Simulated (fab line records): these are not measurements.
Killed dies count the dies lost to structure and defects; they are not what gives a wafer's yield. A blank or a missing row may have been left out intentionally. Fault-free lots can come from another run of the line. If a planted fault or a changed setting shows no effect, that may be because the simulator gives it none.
Comparing a struck lot with a sound one + flow n5-finfet + 38 steps out of a route of 1938
Sound: wafers L280.1, L280.3, L280.4. Struck: wafers L272.3, L272.4, L272.6. Last of all comes the cause.
Each step with rows lists, per side, the tool, then ch with its chambers, then its first start. Under that, the readings that differ: sound wafers + struck wafers + difference of the means + sigmas: that difference in standard deviations of wafers without a fault.
alike: a reading whose means differ by less than 2 such deviations, as well as words and numbers matching on both sides. not compared: withheld readings; readings where some wafer has no value; bounds like >300 that might hide an equal value; numbers whose values overlap and for which the record gives no deviation.
Wherever a step has rows on one side only, a row that says differs or no value, or a row with sigmas, the two part there. Non-overlapping numbers with no deviation appear without sigmas and do not part them. Lack of a reading on every wafer of one side parts them only where that side has two or more wafers.

first, 9 steps without rows for these wafers: N5_BEOL_M4_ANNEAL_95 (time 240 s); N5_BEOL_M4_SPUTTER_96 (material Cu, target thk 4.5 nm, time 8.29 s); N5_BEOL_M4_ECD_50 (material Cu, target thk 300 nm); N5_BEOL_M4_ANNEAL_51 (time 90 s); N5_BEOL_M4_CMP_52 (polishes, stops on SiOC, t overpolish 6.8 s, target thk 40 nm); N5_BEOL_M4_PRE_CLEAN_60 (time 15 s); N5_BEOL_M4_CO_CAP_55 (material Co, precursor CCTBA/H2, target thk 2 nm, time 102.1 s); N5_BEOL_M4_PRE_CLEAN_56 (time 15 s); N5_BEOL_M4_DEP_57 (deposits SiCN from 3MS/NH3, target thk 8 nm, time 14 s).
N5_BEOL_M4_RC_MEAS_101:
  sound on prober-02 ch 0, day 15 06:32; struck on prober-02 ch 0, day 13 09:02
  alike: DIBL_N, DIBL_P, IOFF_N, IOFF_P, ION_N, ION_P, SS_N, SS_P, VT_N, VT_P
then, 24 steps without rows for these wafers: N5_BEOL_M5_ILD_DEP_00 (deposits SiCOH lowk from DEMS/porogen, target thk 140.64 nm, time 25.9 s); N5_BEOL_M5_CURE_79 (cures SiCOH lowk, time 240 s); N5_BEOL_M5_PECVD_70 (deposits SiO2 from TEOS/O2, target thk 16 nm, time 18 s); N5_BEOL_M5_HM_DEP_02 (deposits TiN, target thk 20 nm); N5_BEOL_M5_COAT_59 (time 60 s, resist thk 60 nm); N5_BEOL_M5_COAT_60 (time 60 s, resist thk 12 nm); N5_BEOL_M5_COAT_71 (time 60 s, resist thk 5 nm); N5_BEOL_M5_COAT_05 (resist thk 30 nm); N5_BEOL_M5_EBR_07; N5_BEOL_M5_SOFTBAKE_06 (time 60 s); N5_BEOL_M5_EXPOSE_08 (exposes mask M5, target cd 28 nm); N5_BEOL_M5_PEB_09 (peb time 60 s); N5_BEOL_M5_DEVELOP_10 (develop time 30 s); N5_BEOL_M5_DESCUM_16 (chemistry O2, time 7 s); N5_BEOL_M5_ETCH_72 (etches underlayer in N2/H2, target depth 6.5 nm, time 5.2 s); N5_BEOL_M5_ETCH_61 (etches SiARC in CF4, target depth 15.6 nm, time 26 s); N5_BEOL_M5_ETCH_62 (etches SOC in N2/H2, target depth 75 nm, overetch 15 nm, time 112.5 s); N5_BEOL_M5_STRIP_63 (strips in N2/H2); N5_BEOL_M5_STRIP_73 (strips in N2/H2); N5_BEOL_M5_STRIP_64 (strips in CF4); N5_BEOL_M5_HM_OPEN_17 (chemistry Cl2/BCl3, target TiN, target depth 20 nm, overetch 6 nm); N5_BEOL_M5_STRIP_19 (strips in O2); N5_BEOL_M5_COAT_65 (time 60 s, resist thk 60 nm); N5_BEOL_M5_COAT_66 (time 60 s, resist thk 12 nm).
-- record jumps: 4 days separate the struck wafers' starts on either side; left off in module BEOL_M5, taken up again in module BEOL_M14, whose first shown step is the route's number 1750 --
N5_BEOL_M14_ETCH_67: etches SiARC in CF4, target depth 143 nm, time 238.3 s.
  sound on rie-diel-03 ch 0,1,2, day 18 14:20; struck on rie-diel-01 ch 1,2, day 17 00:19
  no value came back on the struck wafers for any of 9 readings (bias-w (W), cf4-flow-sccm (sccm) and others); on the sound wafers bias-w (W) reads 35.96 35.79 35.87
| reading                                    | sound         | struck          | difference | sigmas |
|--------------------------------------------|---------------|-----------------|------------|--------|
| model.coat_of_BEOL_M14_COAT_22.thk-nm (nm) | 212 211 211.6 | 282.6 282.6 283 | +71.2      |        |
| model.BEOL_M14.cd-nm (nm)                  | 278 279.4 279 | 283.6 286 283.4 | +5.5       |        |
N5_BEOL_M14_OCD_MEAS_35:
  sound on ocd-02 at day 18 14:54; struck on ocd-02 at day 17 00:53
| reading              | sound       | struck | difference                    | sigmas |
|----------------------|-------------|--------|-------------------------------|--------|
| trench-depth-nm (nm) | 574 552 551 | - - -  | no value on the struck wafers |        |
N5_BEOL_M14_ETCH_38: etches SiCN in CF4/N2, target depth 106.5 nm, time 120.6 s.
  sound: rie-diel-01 ch 0,1; struck: rie-diel-01 ch 0,1,3
| reading                   | sound             | struck          | difference | sigmas |
|---------------------------|-------------------|-----------------|------------|--------|
| model.BEOL_M14.cd-nm (nm) | 278.6 280.2 278.4 | 286.8 286 284.6 | +6.7       |        |
  alike: bias-w, cf4-flow-sccm, drypump-motor-current-A, oes-product-au, rf-vpp-V, showerhead-plenum-p-Torr, throttle-valve-pct
  not compared: rf-hours-counter-h
N5_PASSIVATION_PROBE_49:
  record: rows for the struck wafers here (prober-02, day 18 06:44), none for the sound ones

== WHERE THEY PART ==
Earliest at N5_BEOL_M14_ETCH_67; latest, in this record, at N5_PASSIVATION_PROBE_49.

WHY: what had been put in by the simulator
Skipped step whole: rie-diel-01, from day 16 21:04 on, at N5_BEOL_M14_ETCH_67. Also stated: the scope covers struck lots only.
